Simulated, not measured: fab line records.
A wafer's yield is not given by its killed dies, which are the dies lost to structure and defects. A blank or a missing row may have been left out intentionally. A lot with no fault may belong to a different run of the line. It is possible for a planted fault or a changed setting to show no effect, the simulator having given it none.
Matching of chambers | flow n5_finfet | 4 sister chambers for N5_FIN_CUT_STRIP_24 on rie_diel-06
The step strips in CF4. 24 wafers are shown with their chamber, then 12 later ones without.

## WAFERS PAIRED WITH THEIR CHAMBERS
wafer  | chamber | showerhead_plenum_p_Torr (Torr) | drypump_motor_current_A (A) | throttle_valve_pct (%)
L075.2 | 1       | 1.87                            | 5.6                         | 13.93
L075.3 | 3       | 1.79                            | 5.5                         | 13.77
L075.6 | 3       | 1.79                            | 5.5                         | 13.80
L076.1 | 2       | 1.73                            | 6.4                         | 13.38
L076.2 | 0       | 1.77                            | 5.2                         | 13.75
L076.4 | 1       | 1.87                            | 5.6                         | 13.93
L077.2 | 3       | 1.79                            | 5.4                         | 13.80
L077.5 | 3       | 1.79                            | 5.4                         | 13.77
L077.6 | 2       | 1.73                            | 6.5                         | 13.38
L078.1 | 0       | 1.77                            | 5.2                         | 13.76
L078.4 | 2       | 1.73                            | 6.4                         | 13.39
L078.6 | 1       | 1.87                            | 5.6                         | 13.95
L079.1 | 2       | 1.73                            | 6.4                         | 13.38
L079.3 | 0       | 1.77                            | 5.2                         | 13.77
L079.5 | 2       | 1.73                            | 6.5                         | 13.38
L083.3 | 2       | 1.73                            | 6.4                         | 13.41
L083.4 | 1       | 1.86                            | 5.6                         | 13.97
L083.5 | 1       | 1.86                            | 5.6                         | 13.99
L086.2 | 3       | 1.78                            | 5.4                         | 13.81
L086.3 | 1       | 1.86                            | 5.6                         | 13.98
L086.4 | 0       | 1.77                            | 5.2                         | 13.79
L087.1 | 3       | 1.78                            | 5.4                         | 13.83
L087.4 | 2       | 1.72                            | 6.5                         | 13.42
L087.6 | 0       | 1.77                            | 5.1                         | 13.80

SIGNATURES, as means of the wafers listed above
reading                  | chamber 0 | chamber 1 | chamber 2 | chamber 3 | scatter within a chamber
showerhead_plenum_p_Torr | 1.7700    | 1.8650    | 1.7286    | 1.7867    | 0.0043
drypump_motor_current_A  | 5.180     | 5.600     | 6.443     | 5.433     | 0.0439
throttle_valve_pct       | 13.7740   | 13.9583   | 13.3914   | 13.7967   | 0.0217
Rule: distance of a wafer from a chamber = root of the sum over the readings of ((wafer's reading minus chamber's mean) / reading's scatter) squared. The wafer belongs to the nearest chamber; if the next one is less than 2 further off, it can't be placed. The scatter is the square root of a quotient: the sum, over the shown wafers, of each reading's squared deviation from its chamber's mean, divided by wafers minus chambers.

## WAFERS WHOSE CHAMBER IS MISSING
wafer  | showerhead_plenum_p_Torr (Torr) | drypump_motor_current_A (A) | throttle_valve_pct (%)
L088.1 | 1.72                            | 6.4                         | 13.41
L088.2 | 1.86                            | 5.6                         | 13.99
L088.4 | 1.77                            | 5.2                         | 13.80
L090.2 | 1.86                            | 5.6                         | 14.00
L090.3 | 1.72                            | 6.4                         | 13.42
L090.6 | 1.72                            | 6.4                         | 13.41
L093.3 | 1.77                            | 5.1                         | 13.25
L093.4 | 1.72                            | 6.4                         | 13.42
L093.5 | 1.86                            | 5.6                         | 14.01
L097.1 | 1.77                            | 5.2                         | 13.27
L097.2 | 1.78                            | 5.4                         | 13.86
L097.5 | 1.77                            | 5.2                         | 13.26

## EACH ONE'S CHAMBER
wafer  | from the rows above     | in truth
L088.1 | 2                       | 2
L088.2 | 1                       | 1
L088.4 | 0                       | 0
L090.2 | 1                       | 1
L090.3 | 2                       | 2
L090.6 | 2                       | 2
L093.3 | 0                       | 0
L093.4 | 2                       | 2
L093.5 | 1                       | 1
L097.1 | can't be placed: 0 or 3 | 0
L097.2 | 3                       | 3
L097.5 | can't be placed: 0 or 3 | 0
10 of 12 placed correctly. From these rows, 2 cannot be placed; in 2 the true chamber is one of the candidates. Wrongly placed: 0.
